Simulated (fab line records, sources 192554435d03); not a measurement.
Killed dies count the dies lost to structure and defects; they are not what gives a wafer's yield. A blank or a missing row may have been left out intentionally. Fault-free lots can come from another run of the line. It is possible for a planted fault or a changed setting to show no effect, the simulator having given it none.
fab line records    flow n5-finfet
[record] lots = 7  wafers = 21
route steps=1938 shown ZERO_LAYER@4 PMOS_HMC_CHANNEL_EPI@57 FIN_SAQP@109 FIN_CUT@169 SD_EPI_N@267
start-h: the number of hours between the record's first day and the start of the first shown wafer of the lot    wait-h: hours from the lot's prior step to this one    " unchanged from the row above    L1.1+2: one row covering several wafers at once    - no value present, or no start provided    * or withheld: withheld    < > ~ a bound
route shown NAME@n: names a module that has steps shown in the file, with the first one's number in the route    usual: mean and standard deviation over wafers with no fault    same: alike in all rows    chamber/n: place in a boat    sites: each site's reading    _std_site: the values' standard deviation    _edge_site: inner sites' mean taken away from outer sites' mean    radius-mm: how far each site lies from the wafer's centre    mask NAME#n: copy n    behind: the last tool/chamber to shape the wafer    hold: cause of the lot's hold/its duration in hours/its outcome    device: the n, p or np transistor that did not switch    end of line: tests run on the same wafers once the route is complete    step lacking rows: just its recipe    killed: not the wafer's yield, but the dies lost to structure and defects at the first sort    map: per-die view of a wafer (x killed, . not killed, _ where there is no die)
set.NAME: the run value of the setting; set.NAME@STEP: its run value at that earlier step    model.NAME: the simulator's own value behind a step, which no gauge read
one table per step and one row per wafer, for lots whose settings were changed on purpose
[[steps]]
[step N5_ZERO_LAYER_PECVD_02]
[recipe] material = SiO2  target-thk-a = 100  temp-c = 400  precursor = SiH4/N2O  pressure-torr = 0.75  rf-w = 275  time-s = 6
lot.wafer  tool      chamber  start-h  wait-h  set.time-s  model.SiO2_of_ZERO_LAYER_PECVD_02.thk-nm
L074.1     pecvd-01  1        12.28    0.0     6           9.862
L074.4     "         0        "        "       6           10.02
L074.5     "         1        "        "       5.315       8.752
L084.1     pecvd-02  2        72.28    0.0     6           9.648
L084.2     "         0        "        "       6           9.628
L084.5     "         1        "        "       6           9.895
L086.2     pecvd-01  0        84.28    0.0     6           10.14
L086.5     "         1        "        "       5.247       8.869
L086.6     "         2        "        "       5.247       8.994
L087.3     pecvd-02  2        90.28    0.0     5.241       8.5
L087.5     "         1        "        "       5.241       8.827
L087.6     "         2        "        "       6           10.1
L089.2     pecvd-02  0        102.28   0.0     6           9.935
L089.4     "         2        "        "       6           9.99
L089.6     "         0        "        "       6           9.98
L093.1     pecvd-01  0        126.29   0.0     6           9.928
L093.2     "         1        "        "       6.465       10.64
L093.4     "         2        "        "       6.465       10.67
L094.3     pecvd-01  1        132.28   0.0     6           9.803
L094.4     "         2        "        "       6           10.01
L094.5     "         0        "        "       6           10.13
[step N5_ZERO_LAYER_EXPOSE_08]
[recipe] mask-id = ZERO  na = 0.55  source-shape = conventional  sigma-outer = 0.8  polarization = unpolarized  defocus-nm = 0  target-cd-nm = 2000  dose-mj = 16.2
lot.wafer   tool            chamber  start-h  wait-h  mask    set.dose-mj
L074.1+5    krf-scanner-01  0        12.59    -       ZERO#0  16.2
L074.4      "               0        "        "       ZERO#0  16.68
L084.1+2+5  krf-scanner-02  0        72.59    -       ZERO#0  16.2
L086.2      krf-scanner-01  0        84.47    -       ZERO#0  16.2
L086.5+6    "               0        "        "       ZERO#0  15.83
L087.3+5    krf-scanner-01  0        90.48    -       ZERO#0  16.2
L087.6      "               0        "        "       ZERO#0  16.56
L089.2+4+6  krf-scanner-02  0        102.60   -       ZERO#0  16.2
L093.1+2+4  krf-scanner-02  0        126.59   -       ZERO#0  16.2
L094.3+4    krf-scanner-02  0        132.48   -       ZERO#0  16.2
L094.5      "               0        "        "       ZERO#0  15.08
[step N5_ZERO_LAYER_PEB_09]
[recipe] peb-temp-c = withheld  peb-time-s = *
[step N5_ZERO_LAYER_DEVELOP_10]
[recipe] develop-time-s = 60  rinse-liquid = diw  dry = air-spin  dev-temp-c = 21
[step N5_ZERO_LAYER_HARDBAKE_23]
[recipe] temp-c = 130  time-s = 120
[step N5_ZERO_LAYER_CD_MEAS_11]
[recipe] target-cd-nm = 2000  landing-energy-ev = 500  detector = se-inlens
[usual] cd-nm = 2000.1/1.7
lot.wafer  tool       chamber  start-h  wait-h  set.dose-mj@ZERO_LAYER_EXPOSE_08  cd-nm
L074.1     cd-sem-01  0        12.77    -       16.2                              1999.0
L074.4     "          0        "        "       16.68                             2005.5
L074.5     "          0        "        "       16.2                              2000.3
L084.1     cd-sem-01  0        72.77    -       16.2                              1996.9
L084.2     "          0        "        "       16.2                              1998.5
L084.5     "          0        "        "       16.2                              1997.8
L086.2     cd-sem-03  0        84.64    -       16.2                              2001.5
L086.5     "          0        "        "       15.83                             1997.0
L086.6     "          0        "        "       15.83                             1997.0
L087.3     cd-sem-02  0        90.64    -       16.2                              2001.4
L087.5     "          0        "        "       16.2                              2001.6
L087.6     "          0        "        "       16.56                             2002.8
L089.2     cd-sem-01  0        102.77   -       16.2                              1997.8
L089.4     "          0        "        "       16.2                              2001.2
L089.6     "          0        "        "       16.2                              2000.1
L093.1     cd-sem-02  0        126.77   -       16.2                              1996.8
L093.2     "          0        "        "       16.2                              2000.6
L093.4     "          0        "        "       16.2                              2000.7
L094.3     cd-sem-03  0        132.65   -       16.2                              1996.7
L094.4     "          0        "        "       16.2                              1999.3
L094.5     "          0        "        "       15.08                             1981.9
[step N5_PMOS_HMC_CHANNEL_EPI_HM_DEP_34]
[recipe] material = SiO2  target-thk-a = 360  temp-c = 400  precursor = TEOS/O2  pressure-torr = 6.5  rf-w = 900  teos-flow-sccm = 161.4  gas = O2  flow-sccm = 2650  time-s = 6.9
lot.wafer  tool      chamber  start-h  wait-h  set.time-s  model.SiO2_of_PMOS_HMC_CHANNEL_EPI_HM_DEP_34.thk-nm
L074.1     pecvd-03  1        16.87    0.0     6.9         36.35
L074.4     "         1        "        "       6.577       34.79
L074.5     "         0        "        "       6.577       35.12
L084.1     pecvd-02  2        76.71    0.0     5.915       30.58
L084.2     "         0        "        "       5.915       30.61
L084.5     "         2        "        "       5.915       30.46
L086.2     pecvd-02  2        88.82    0.0     6.9         35.65
L086.5     "         0        "        "       6.9         36.59
L086.6     "         2        "        "       6.9         36.17
L087.3     pecvd-03  0        94.91    0.0     6.469       33.29
L087.5     "         2        "        "       6.9         36.16
L087.6     "         0        "        "       6.9         36.09
L089.2     pecvd-02  0        107.49   0.0     6.9         35.25
L089.4     "         1        "        "       6.9         36.18
L089.6     "         2        "        "       6.9         36.3
L093.1     pecvd-04  1        131.01   0.0     6.9         35.85
L093.2     "         0        "        "       6.9         35.61
L093.4     "         0        "        "       6.9         36.26
L094.3     pecvd-03  0        137.65   0.0     6.529       33.69
L094.4     "         0        "        "       6.9         35.82
L094.5     "         2        "        "       6.9         36.06
[step N5_PMOS_HMC_CHANNEL_EPI_PEB_07]
[recipe] peb-temp-c = 110  peb-time-s = 60  resist = CAR-ArF-block
lot.wafer   tool            chamber  start-h  wait-h  set.peb-temp-c
L074.1+4+5  litho-track-01  0        17.21    0.1     106.8
L084.1+5    litho-track-03  0        77.04    0.1     111.8
L084.2      "               0        "        "       110
L086.2      litho-track-03  0        89.16    0.0     110
L086.5+6    "               0        "        "       107
L087.3      litho-track-05  0        95.25    0.0     110
L087.5+6    "               0        "        "       112.8
L089.2+4+6  litho-track-03  0        107.83   0.0     110
L093.1+4    litho-track-01  0        131.22   0.1     110
L093.2      "               0        "        "       111.8
L094.3+4+5  litho-track-05  0        137.99   0.0     110
[step N5_PMOS_HMC_CHANNEL_EPI_DEVELOP_08]
[recipe] develop-time-s = 30  developer = TMAH  resist = CAR-ArF-block  dev-temp-c = 23  rinse-liquid = diw  dry = air-spin
[step N5_PMOS_HMC_CHANNEL_EPI_CD_MEAS_09]
[recipe] target-cd-nm = 237.4  landing-energy-ev = 500  detector = se-inlens
[usual] cd-nm = 237.8/0.95
lot.wafer  tool       chamber  start-h  wait-h  set.peb-temp-c@PMOS_HMC_CHANNEL_EPI_PEB_07  cd-nm
L074.1     cd-sem-01  0        17.28    -       106.8                                       226.6
L074.4     "          0        "        "       106.8                                       227.1
L074.5     "          0        "        "       106.8                                       227.7
L084.1     cd-sem-02  0        77.11    -       111.8                                       243.6
L084.2     "          0        "        "       110                                         239.4
L084.5     "          0        "        "       111.8                                       245.5
L086.2     cd-sem-02  0        89.23    -       110                                         239.6
L086.5     "          0        "        "       107                                         229.0
L086.6     "          0        "        "       107                                         228.1
L087.3     cd-sem-01  0        95.32    -       110                                         237.6
L087.5     "          0        "        "       112.8                                       244.6
L087.6     "          0        "        "       112.8                                       245.0
L089.2     cd-sem-02  0        107.90   -       110                                         238.8
L089.4     "          0        "        "       110                                         238.6
L089.6     "          0        "        "       110                                         239.0
L093.1     cd-sem-03  0        131.29   -       110                                         235.7
L093.2     "          0        "        "       111.8                                       242.3
L093.4     "          0        "        "       110                                         238.3
L094.3     cd-sem-03  0        138.06   -       110                                         237.3
L094.4     "          0        "        "       110                                         237.3
L094.5     "          0        "        "       110                                         237.6
[step N5_PMOS_HMC_CHANNEL_EPI_DESCUM_14]
[recipe] chemistry = O2  time-s = 7.9  source-power-w = 50  bias-power-w = 20  pressure-mtorr = 20  rf-frequency-hz = 2.712e+07  temp-c = 40  resist = CAR-ArF-block  o2-flow-sccm = 225
lot.wafer  tool         chamber  start-h  wait-h  set.peb-temp-c@PMOS_HMC_CHANNEL_EPI_PEB_07  model.PMOS_HMC_CHANNEL_EPI.cd-nm
L074.1     rie-diel-04  2        17.36    0.0     106.8                                       226.3
L074.4     "            2        "        "       106.8                                       227.1
L074.5     "            0        "        "       106.8                                       227.6
L084.1     rie-diel-02  2        77.20    0.0     111.8                                       244.1
L084.2     "            3        "        "       110                                         239.5
L084.5     "            2        "        "       111.8                                       245.4
L086.2     rie-diel-06  0        89.32    0.0     110                                         239.3
L086.5     "            2        "        "       107                                         229.1
L086.6     "            3        "        "       107                                         228.2
L087.3     rie-diel-02  1        95.41    0.0     110                                         237.5
L087.5     "            2        "        "       112.8                                       244.7
L087.6     "            3        "        "       112.8                                       245.2
L089.2     rie-diel-02  0        107.98   0.0     110                                         238.7
L089.4     "            1        "        "       110                                         239.1
L089.6     "            2        "        "       110                                         239.3
L093.1     rie-diel-04  3        131.38   0.0     110                                         236.1
L093.2     "            1        "        "       111.8                                       242.6
L093.4     "            0        "        "       110                                         238.2
L094.3     rie-diel-04  2        138.14   0.0     110                                         237
L094.4     "            0        "        "       110                                         237.3
L094.5     "            2        "        "       110                                         237.8
[step N5_PMOS_HMC_CHANNEL_EPI_ETCH_32]
[recipe] chemistry = N2/H2  target = BARC  stop-on = SiO2  target-depth-a = 858  over-etch-frac = 0.3  time-s = 50.3  ion-energy-ev = 200  mask-material = CAR-ArF-block  pressure-mtorr = 30  source-w = 840  bias-w = 150  n2-flow-sccm = 200  h2-flow-sccm = 200
[step N5_PMOS_HMC_CHANNEL_EPI_HM_OPEN_15]
[recipe] chemistry = CHF3/O2  target = SiO2  mask-material = CAR-ArF-block  target-depth-a = 406  CHF3_flow_sccm = 50  O2_flow_sccm = 5  Ar_flow_sccm = 200  time-s = 20.3  pressure-mtorr = 30  source-w = 650  bias-w = 170  ion-energy-ev = 200
[step N5_PMOS_HMC_CHANNEL_EPI_FIN_RECESS_16]
[recipe] chemistry = HBr/Cl2  target = Si  mask-material = SiO2  target-depth-a = 540  time-s = 18  pressure-mtorr = 10  icp-w = 800  bias-w = 75  HBr_flow_sccm = 150  Cl2_flow_sccm = 80
[step N5_PMOS_HMC_CHANNEL_EPI_PRECLEAN_36]
[recipe] chemistry = O3/DIW  time-s = 45  temp-c = 22  o3-ppm = 10
[step N5_PMOS_HMC_CHANNEL_EPI_PRECLEAN_18]
[recipe] chemistry = DHF  time-s = 30  temp-c = 25  dilution = withheld
lot.wafer  tool          chamber  start-h  wait-h  set.time-s@PMOS_HMC_CHANNEL_EPI_HM_DEP_34  model.SiO2_of_PMOS_HMC_CHANNEL_EPI_HM_DEP_34.thk-nm
L074.1     wet-bench-06  4        17.93    0.0     6.9                                        25.07
L074.4     "             5        "        "       6.577                                      23.48
L074.5     "             6        "        "       6.577                                      23.82
L084.1     wet-bench-01  5        77.77    0.0     5.915                                      19.34
L084.2     "             1        "        "       5.915                                      19.31
L084.5     "             3        "        "       5.915                                      19.21
L086.2     wet-bench-01  3        89.89    0.0     6.9                                        24.19
L086.5     "             1        "        "       6.9                                        25.27
L086.6     "             4        "        "       6.9                                        24.74
L087.3     wet-bench-01  2        95.98    0.0     6.469                                      22.08
L087.5     "             5        "        "       6.9                                        24.85
L087.6     "             4        "        "       6.9                                        24.89
L089.2     wet-bench-01  6        108.57   0.0     6.9                                        23.9
L089.4     "             0        "        "       6.9                                        24.72
L089.6     "             5        "        "       6.9                                        24.93
L093.1     wet-bench-06  6        131.95   0.0     6.9                                        24.71
L093.2     "             7        "        "       6.9                                        24.43
L093.4     "             3        "        "       6.9                                        25.04
L094.3     wet-bench-01  0        138.71   0.0     6.529                                      22.38
L094.4     "             1        "        "       6.9                                        24.58
L094.5     "             3        "        "       6.9                                        24.7
[step N5_FIN_SAQP_PEB_14]
[recipe] peb-temp-c = withheld  peb-time-s = 60  resist = CAR-ArF
lot.wafer   tool            chamber  start-h  wait-h  set.peb-time-s
L074.1+4    litho-track-04  0        21.87    0.1     60
L074.5      "               0        "        "       47.37
L084.1+2    litho-track-04  0        81.60    0.1     68.65
L084.5      "               0        "        "       60
L086.2+5+6  litho-track-03  0        95.78    0.0     60
L087.3+5+6  litho-track-03  0        103.23   0.0     60
L089.2+4+6  litho-track-03  0        112.66   0.0     60
L093.1+2+4  litho-track-03  0        135.41   0.1     60
L094.3+5    litho-track-04  0        142.63   0.0     60
L094.4      "               0        "        "       53.21
[step N5_FIN_SAQP_DEVELOP_15]
[recipe] develop-time-s = 30  developer = TMAH  resist = CAR-ArF  dev-temp-c = 23  rinse-liquid = diw  dry = air-spin
[step N5_FIN_SAQP_CD_MEAS_16]
[recipe] target-cd-nm = 35.6  landing-energy-ev = 500  detector = se-inlens
[usual] cd-nm = 35.57/0.28
lot.wafer  tool       chamber  start-h  wait-h  set.peb-time-s@FIN_SAQP_PEB_14  cd-nm
L074.1     cd-sem-02  0        21.94    -       60                              35.63
L074.4     "          0        "        "       60                              35.15
L074.5     "          0        "        "       47.37                           38.88
L084.1     cd-sem-03  0        81.67    -       68.65                           34.36
L084.2     "          0        "        "       68.65                           34.46
L084.5     "          0        "        "       60                              35.80
L086.2     cd-sem-03  0        95.85    -       60                              35.35
L086.5     "          0        "        "       60                              35.20
L086.6     "          0        "        "       60                              35.20
L087.3     cd-sem-03  0        103.30   -       60                              35.77
L087.5     "          0        "        "       60                              35.39
L087.6     "          0        "        "       60                              35.38
L089.2     cd-sem-02  0        112.73   -       60                              35.31
L089.4     "          0        "        "       60                              35.54
L089.6     "          0        "        "       60                              35.30
L093.1     cd-sem-03  0        135.48   -       60                              35.37
L093.2     "          0        "        "       60                              35.41
L093.4     "          0        "        "       60                              35.89
L094.3     cd-sem-03  0        142.70   -       60                              35.55
L094.4     "          0        "        "       53.21                           37.29
L094.5     "          0        "        "       60                              35.59
[step N5_FIN_SAQP_MANDREL_ETCH_22]
[recipe] target-depth-a = 600  chemistry = HBr/Cl2  target = a-Si  stop-on = SiNx  bt-time-s = 10  over-etch-frac = 0.5  time-s = 30  pressure-mtorr = 10  icp-w = 800  bias-w = 75  HBr_flow_sccm = 150  Cl2_flow_sccm = 80  ends = end-point
lot.wafer  tool       chamber  start-h  wait-h  set.icp-w  model.SOC_of_FIN_SAQP_COAT_49.thk-nm
L074.1     rie-si-06  1        22.32    0.0     800        76.11
L074.4     "          2        "        "       921        74.53
L074.5     "          1        "        "       800        76.07
L084.1     rie-si-06  2        82.05    0.0     800        76.24
L084.2     "          1        "        "       660.3      78.19
L084.5     "          2        "        "       660.3      78.34
L086.2     rie-si-05  0        96.50    0.0     755.5      77.11
L086.5     "          3        "        "       755.5      76.94
L086.6     "          2        "        "       800        75.43
L087.3     rie-si-06  0        103.68   0.0     933.8      74.09
L087.5     "          1        "        "       800        75.53
L087.6     "          0        "        "       933.8      74.08
L089.2     rie-si-04  2        113.11   0.0     800        76.02
L089.4     "          0        "        "       800        75.79
L089.6     "          1        "        "       800        76.13
L093.1     rie-si-04  1        135.86   0.0     800        76.38
L093.2     "          2        "        "       800        76.33
L093.4     "          3        "        "       800        76.62
L094.3     rie-si-05  0        143.24   0.0     800        75.88
L094.4     "          3        "        "       677.4      77.73
L094.5     "          3        "        "       677.4      77.85
[step N5_FIN_CUT_ETCH_21]
[recipe] chemistry = N2/H2  target = SOC  target-depth-a = 2190  overetch-a = 438  mask-material = SiARC  temp-c = 40  ion-energy-ev = 100  bias-w = 61  time-s = 523.5  pressure-mtorr = 30  source-w = 850  n2-flow-sccm = 200  h2-flow-sccm = 200
[usual] rf-vpp-V = 241.0/1.3
lot.wafer  tool         chamber  start-h  wait-h  set.bias-w  rf-vpp-V  model.SiARC_of_FIN_CUT_COAT_19.thk-nm
L074.1     rie-diel-02  2        27.17    0.0     61          240.0     11.8
L074.4     "            3        "        "       53.64       222.6     12.6
L074.5     "            3        "        "       53.64       222.2     12.8
L084.1     rie-diel-06  2        89.77    0.0     67.21       257.6     11.2
L084.2     "            1        "        "       61          244.2     11.8
L084.5     "            3        "        "       61          238.9     12
L086.2     rie-diel-02  1        105.89   0.0     56.08       228.6     12.2
L086.5     "            1        "        "       56.08       227.6     12.2
L086.6     "            2        "        "       61          239.6     11.8
L087.3     rie-diel-06  1        109.74   0.0     61          241.3     12
L087.5     "            2        "        "       61          241.6     11.8
L087.6     "            1        "        "       61          241.4     12
L089.2     rie-diel-06  1        118.49   0.0     61          240.6     12
L089.4     "            2        "        "       61          240.4     11.8
L089.6     "            1        "        "       61          241.6     11.8
L093.1     rie-diel-02  3        140.76   0.0     51.94       216.9     13
L093.2     "            1        "        "       61          240.0     12
L093.4     "            0        "        "       51.94       215.9     12.8
L094.3     rie-diel-06  1        149.41   0.0     61          241.2     12
L094.4     "            0        "        "       61          241.0     12
L094.5     "            3        "        "       61          240.5     12
[step N5_SD_EPI_N_EXPOSE_06]
[recipe] mask-id = SD_N_BLK  na = 1.35  source-shape = conventional  sigma-outer = 0.8  polarization = unpolarized  target-cd-nm = 120  dose-mj = 39.75
lot.wafer   tool             chamber  start-h  wait-h  mask        set.dose-mj
L074.1+5    arfi-scanner-03  0        48.12    -       SD_N_BLK#0  38.37
L074.4      "                0        "        "       SD_N_BLK#0  39.75
L084.1+5    arfi-scanner-02  0        115.94   -       SD_N_BLK#0  41.27
L084.2      "                0        "        "       SD_N_BLK#0  39.75
L086.2+6    arfi-scanner-03  0        129.08   -       SD_N_BLK#0  39.75
L086.5      "                0        "        "       SD_N_BLK#0  41.93
L087.3+5+6  arfi-scanner-01  0        133.39   -       SD_N_BLK#0  39.75
L089.2+4+6  arfi-scanner-03  0        141.62   -       SD_N_BLK#0  39.75
L093.1+2+4  arfi-scanner-03  0        163.76   -       SD_N_BLK#0  39.75
L094.3+5    arfi-scanner-03  0        172.20   -       SD_N_BLK#0  39.75
L094.4      "                0        "        "       SD_N_BLK#0  42.6
[[key]]
[split] step = N5_ZERO_LAYER_PECVD_02  setting = time-s  stated = 6  by = wafer
[response] step = N5_ZERO_LAYER_PECVD_02  reading = model.SiO2_of_ZERO_LAYER_PECVD_02.thk-nm  change = +0.103  per = 1%  r = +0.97
[split] step = N5_ZERO_LAYER_EXPOSE_08  setting = dose-mj  stated = 16.2  by = wafer
[response] step = N5_ZERO_LAYER_CD_MEAS_11  reading = cd-nm  change = +2.13  per = 1%  r = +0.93
[split] step = N5_PMOS_HMC_CHANNEL_EPI_HM_DEP_34  setting = time-s  stated = 6.9  by = wafer
[response] step = N5_PMOS_HMC_CHANNEL_EPI_HM_DEP_34  reading = model.SiO2_of_PMOS_HMC_CHANNEL_EPI_HM_DEP_34.thk-nm  change = +0.405  per = 1%  r = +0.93
[response] step = N5_PMOS_HMC_CHANNEL_EPI_PRECLEAN_18  reading = model.SiO2_of_PMOS_HMC_CHANNEL_EPI_HM_DEP_34.thk-nm  change = +0.403  per = 1%  r = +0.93
[split] step = N5_PMOS_HMC_CHANNEL_EPI_PEB_07  setting = peb-temp-c  stated = 110  by = wafer
[response] step = N5_PMOS_HMC_CHANNEL_EPI_CD_MEAS_09  reading = cd-nm  change = +3.4  per = 1%  r = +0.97
[response] step = N5_PMOS_HMC_CHANNEL_EPI_DESCUM_14  reading = model.PMOS_HMC_CHANNEL_EPI.cd-nm  change = +3.39  per = 1%  r = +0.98
[split] step = N5_FIN_SAQP_PEB_14  setting = peb-time-s  stated = 60  by = wafer
[response] step = N5_FIN_SAQP_CD_MEAS_16  reading = cd-nm  change = -0.145  per = 1%  r = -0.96
[split] step = N5_FIN_SAQP_MANDREL_ETCH_22  setting = icp-w  stated = 800  by = wafer
[response] step = N5_FIN_SAQP_MANDREL_ETCH_22  reading = model.SOC_of_FIN_SAQP_COAT_49.thk-nm  change = -0.113  per = 1%  r = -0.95
[split] step = N5_FIN_CUT_ETCH_21  setting = bias-w  stated = 61  by = wafer
[response] step = N5_FIN_CUT_ETCH_21  reading = rf-vpp-V  change = +1.53  per = 1%  r = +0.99
[response] step = N5_FIN_CUT_ETCH_21  reading = model.SiARC_of_FIN_CUT_COAT_19.thk-nm  change = -0.0646  per = 1%  r = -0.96
[split] step = N5_SD_EPI_N_EXPOSE_06  setting = dose-mj  stated = 39.75  by = wafer
response none in this file
